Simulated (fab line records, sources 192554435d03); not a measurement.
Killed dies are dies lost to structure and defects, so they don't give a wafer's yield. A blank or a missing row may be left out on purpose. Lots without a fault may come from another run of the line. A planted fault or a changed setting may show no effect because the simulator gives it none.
Which tool did it? | flow n5_finfet | 9 lots, 27 wafers sampled, at 6 steps of a route of 1938

WHAT THE GAUGES READ, wafer by wafer
N5_BEOL_M4_CD_MEAS_35: target cd 18 nm, target cd y 22.4 nm. Usual: cd_nm 18.1 nm, standard deviation 0.36.
lot  | measured     | on        | cd_nm (nm)     | flag
L381 | day 7 21:11  | cd_sem-03 | 17.7 17.7 18.2 |
L382 | day 8 03:53  | cd_sem-02 | 18.4 18.6 18.2 |
L384 | day 8 20:32  | cd_sem-03 | 17.8 18.0 18.1 |
L392 | day 11 01:11 | cd_sem-02 | 18.6 18.3 18.2 |
L394 | day 11 07:29 | cd_sem-02 | 18.0 17.7 18.7 |
L396 | day 12 01:01 | cd_sem-03 | 17.9 18.0 18.3 |
L397 | day 12 01:11 | cd_sem-02 | 18.0 18.5 18.4 |
L399 | day 12 05:17 | cd_sem-02 | 18.6 17.9 17.7 |
L404 | day 13 13:59 | cd_sem-03 | 18.6 18.1 17.9 |

N5_BEOL_M4_RC_MEAS_101. Usual: DIBL_N 35.8 mV/V, standard deviation 1.6; DIBL_P 36.0 mV/V, standard deviation 2.1; IOFF_N 0.153 nA/um, standard deviation 0.026; IOFF_P 0.21 nA/um, standard deviation 0.037; ION_N 673 uA/um, standard deviation 11; ION_P 462 uA/um, standard deviation 7.6; SS_N 71.4 mV/dec, standard deviation 0.53; SS_P 73.2 mV/dec, standard deviation 0.67; VT_N 250 mV, standard deviation 3.2; VT_P -250 mV, standard deviation 3.7.
lot  | measured     | on        | DIBL_N (mV/V)  | DIBL_P (mV/V)  | IOFF_N (nA/um)    | IOFF_P (nA/um) | ION_N (uA/um) | ION_P (uA/um) | SS_N (mV/dec)  | SS_P (mV/dec)  | VT_N (mV)   | VT_P (mV)      | flag
L381 | day 8 01:25  | prober-02 | 37.3 33.5 37.9 | 39.2 33.7 38.8 | 0.188 0.117 0.207 | 0.26 0.17 0.27 | 684 662 700   | 476 463 476   | 70.9 71.1 71.1 | 74.0 72.5 74.2 | 245 256 243 | -248 -251 -245 |
L382 | day 8 09:25  | prober-02 | 35.3 37.4 35.5 | 36.1 37.9 35.7 | 0.139 0.165 0.137 | 0.18 0.20 0.18 | 670 675 673   | 453 460 456   | 71.1 71.7 71.6 | 73.2 73.4 72.4 | 252 250 253 | -255 -250 -252 |
L384 | day 9 00:14  | prober-02 | 38.4 39.5 36.4 | 37.5 39.5 35.9 | 0.175 0.193 0.144 | 0.22 0.27 0.20 | 679 685 678   | 461 473 464   | 72.8 72.2 70.8 | 73.6 74.4 73.0 | 251 250 251 | -251 -249 -253 |
L392 | day 11 05:25 | prober-01 | 35.2 37.1 36.0 | 36.0 39.2 37.5 | 0.160 0.186 0.160 | 0.18 0.24 0.22 | 670 670 675   | 455 452 460   | 71.9 71.4 71.9 | 73.3 74.0 73.7 | 251 246 249 | -252 -250 -251 |
L394 | day 11 11:49 | prober-01 | 34.2 34.2 35.0 | 35.2 34.9 35.9 | 0.139 0.136 0.168 | 0.20 0.21 0.23 | 672 676 678   | 467 472 466   | 71.2 71.8 71.3 | 72.5 72.8 73.4 | 252 253 247 | -251 -248 -249 |
L404 | day 13 18:08 | prober-01 | 38.3 34.6 35.0 | 36.3 32.5 33.8 | 0.182 0.124 0.136 | 0.21 0.17 0.18 | 675 668 665   | 454 456 461   | 71.5 71.3 71.1 | 73.9 72.6 73.1 | 248 254 249 | -251 -253 -253 |

WHICH TOOL RAN EACH LOT (tool, then ch and the chambers of the sampled wafers, then the start)
lot  | N5_BEOL_M4_ALD_98                 | N5_BEOL_M4_ETCH_41                            | N5_BEOL_M4_ALD_84                   | N5_BEOL_M4_CMP_52
L381 | ald_sin-04 ch 0,1,3, day 7 12:08  | rie_diel-06 ch 0,1,2, day 7 21:11 or earlier  | ald_metal-01 ch 0,1,2, day 7 21:53  | cmp-01 ch 0,2,3, day 8 00:47
L382 | ald_sin-03 ch 1,3, day 8 02:22    | rie_diel-05 ch 0,1,2, day 8 03:53 or earlier  | ald_metal-02 ch 2,3, day 8 04:20    | cmp-02 ch 0,1,3, day 8 08:53
L384 | ald_sin-03 ch 0,1,3, day 8 17:11  | rie_diel-01 ch 1,2, day 8 20:32 or earlier    | ald_metal-02 ch 0,1,2, day 8 20:45  | cmp-01 ch 2,3, day 8 23:30
L392 | ald_sin-02 ch 0,2,3, day 10 18:36 | rie_diel-06 ch 1,2,3, day 11 01:11 or earlier | ald_metal-01 ch 1,2,3, day 11 01:26 | cmp-02 ch 0,1,2, day 11 04:34
L394 | ald_sin-03 ch 0,3, day 11 06:29   | rie_diel-05 ch 1,2, day 11 07:29 or earlier   | ald_metal-01 ch 1,2,3, day 11 08:04 | cmp-02 ch 0,2,3, day 11 11:05
L396 | ald_sin-02 ch 1,2,3, day 11 12:32 | rie_diel-01 ch 1,2,3, day 12 01:01 or earlier | ald_metal-02 ch 0,1,2, day 12 01:15 | cmp-02 ch 0,2,3, day 12 04:01
L397 | ald_sin-03 ch 2,3, day 11 17:31   | rie_diel-06 ch 1,2,3, day 12 01:11 or earlier | ald_metal-02 ch 1,2, day 12 01:37   | cmp-01 ch 1,2, day 12 04:43
L399 | ald_sin-02 ch 1,2,3, day 11 21:20 | rie_diel-06 ch 0,1,2, day 12 05:17 or earlier | ald_metal-04 ch 0,1,3, day 12 05:37 | cmp-02 ch 0,1,3, day 12 10:01
L404 | ald_sin-04 ch 1,2,3, day 13 12:37 | rie_diel-01 ch 0,3, day 13 13:59 or earlier   | ald_metal-01 ch 1,3, day 13 14:26   | cmp-01 ch 2,3, day 13 17:32
- N5_BEOL_M4_ALD_98: deposits SiO2, target thk 2.5 nm, pulse time 1 s, co reactant pulse time 1 s.
- N5_BEOL_M4_ETCH_41: etches SiCN in CH3F/O2, target depth 29.9 nm, time 52.5 s.
- N5_BEOL_M4_ALD_84: deposits TaN, pulse time 2 s, purge time 3 s, co reactant purge time 2 s.
- N5_BEOL_M4_CMP_52: polishes, stops on SiOC, t overpolish 6.8 s, target thk 40 nm.

WHAT THE TOOLS THEMSELVES READ (means of the sampled wafers that have a number; where no wafer has one, the mark that the record gives instead)
N5_BEOL_M4_ALD_98. Usual: chamber_pressure_Torr 2.000 Torr, standard deviation 0.0044; heater_power_outer_w 43 W, standard deviation 5.2; heater_power_w 81 W, standard deviation 8.4; precursor_pulse_height_rel 1.001, standard deviation 0.019.
lot  | tool       | chamber_pressure_Torr (Torr) | heater_power_outer_w (W) | heater_power_w (W) | precursor_pulse_height_rel | flag
L381 | ald_sin-04 | 2.005                        | 36                       | 68                 | 1.006                      |
L382 | ald_sin-03 | 1.993                        | 47                       | 85                 | 1.008                      |
L384 | ald_sin-03 | 1.998                        | 47                       | 87                 | 1.015                      |
L392 | ald_sin-02 | 1.999                        | 44                       | 77                 | 1.017                      |
L394 | ald_sin-03 | 1.998                        | 46                       | 84                 | 1.002                      |
L396 | ald_sin-02 | 2.001                        | 43                       | 79                 | 1.014                      |
L397 | ald_sin-03 | 2.000                        | 45                       | 82                 | 1.000                      |
L399 | ald_sin-02 | 2.003                        | 43                       | 79                 | 0.997                      |
L404 | ald_sin-04 | 1.997                        | 42                       | 78                 | 1.028                      |

N5_BEOL_M4_ETCH_41. Usual: drypump_motor_current_A 5.7 A, standard deviation 0.53; oes_product_au 0.78 a.u., standard deviation 0.09; rf_vpp_V 297.8 V, standard deviation 1.4; showerhead_plenum_p_Torr 2.03 Torr, standard deviation 0.06; throttle_valve_pct 16.39 %, standard deviation 0.26.
lot  | tool        | drypump_motor_current_A (A) | oes_product_au (a.u.) | rf_vpp_V (V) | showerhead_plenum_p_Torr (Torr) | throttle_valve_pct (%) | flag
L381 | rie_diel-06 | 5.5                         | 0.77                  | 298.4        | 2.00                            | 16.33                  |
L382 | rie_diel-05 | 5.8                         | 0.73                  | 297.8        | 2.05                            | 16.49                  |
L384 | rie_diel-01 | 6.0                         | 0.80                  | 297.8        | 2.03                            | 16.36                  |
L392 | rie_diel-06 | 5.9                         | 0.71                  | 297.7        | 2.01                            | 16.48                  |
L394 | rie_diel-05 | 5.5                         | 0.72                  | 299.7        | 2.08                            | 16.57                  |
L396 | rie_diel-01 | 5.7                         | 0.77                  | 297.7        | 2.02                            | 16.53                  |
L397 | rie_diel-06 | 5.8                         | 0.81                  | 297.8        | 2.01                            | 16.34                  |
L399 | rie_diel-06 | 5.6                         | 0.84                  | 296.9        | 1.99                            | 16.26                  |
L404 | rie_diel-01 | 5.2                         | 0.74                  | 297.6        | 1.97                            | 16.58                  |

N5_BEOL_M4_ALD_84. Usual: chamber_pressure_Torr 3.000 Torr, standard deviation 0.0069; heater_power_outer_w 251 W, standard deviation 21; heater_power_w 443 W, standard deviation 40.
lot  | tool         | chamber_pressure_Torr (Torr) | heater_power_outer_w (W) | heater_power_w (W) | flag
L381 | ald_metal-01 | 3.002                        | 236                      | 436                |
L382 | ald_metal-02 | 3.002                        | 270                      | 470                |
L384 | ald_metal-02 | 2.996                        | 254                      | 428                |
L392 | ald_metal-01 | 2.997                        | 239                      | 433                |
L394 | ald_metal-01 | 3.001                        | 238                      | 431                |
L396 | ald_metal-02 | -                            | -                        | -                  | OFF
L397 | ald_metal-02 | -                            | -                        | -                  | OFF
L399 | ald_metal-04 | -                            | -                        | -                  | OFF
L404 | ald_metal-01 | 3.006                        | 249                      | 447                |

N5_BEOL_M4_CMP_52. Usual: barrier_field_endpoint_s 24.7 s, standard deviation 0.55; head_pressure_psi 1.0002 psi, standard deviation 0.002; motor_current_A 6.2 A, standard deviation 0.59.
lot  | tool   | barrier_field_endpoint_s (s) | head_pressure_psi (psi) | motor_current_A (A) | flag
L381 | cmp-01 | 24.3                         | 1.0006                  | 6.3                 |
L382 | cmp-02 | 24.3                         | 1.0007                  | 6.1                 |
L384 | cmp-01 | 24.5                         | 0.9992                  | 6.2                 |
L392 | cmp-02 | 24.8                         | 1.0009                  | 5.8                 |
L394 | cmp-02 | 24.8                         | 0.9979                  | 6.2                 |
L396 | cmp-02 | 23.3                         | 0.9996                  | 6.1                 |
L397 | cmp-01 | 22.9                         | 0.9980                  | 6.2                 | OFF
L399 | cmp-02 | 22.7                         | 1.0023                  | 6.0                 | OFF
L404 | cmp-01 | 25.1                         | 1.0011                  | 6.2                 |

THE ANSWER, worked out from the rows above alone
Rule: a lot is off if the mean of its wafers that have a number lies more than 3 standard deviations from the usual mean. A lot without any number at a reading at which 4 lots or more have one is off too. The other lots that the step has rows for count as sound. The gauges are gone through in route order, then the tools' own readings, and for those a lot's mean is taken as printed above. The first step at which some lot is off is used, and at that step the reading that is off furthest; a lot without a number counts as furthest.
Off: L396, L397, L399, at N5_BEOL_M4_ALD_84 (chamber_pressure_Torr). Without a number there: L396, L397, L399.
A tool fits if, at that step or a process step before it, it ran every lot that is off, and no sound lot after the first of them. N5_BEOL_M4_ETCH_41 gives no start for some lots, so the hours and the order of its lots are those of N5_BEOL_M4_CD_MEAS_35. None of those tried fits.

WHAT THE SIMULATOR HAD PUT IN
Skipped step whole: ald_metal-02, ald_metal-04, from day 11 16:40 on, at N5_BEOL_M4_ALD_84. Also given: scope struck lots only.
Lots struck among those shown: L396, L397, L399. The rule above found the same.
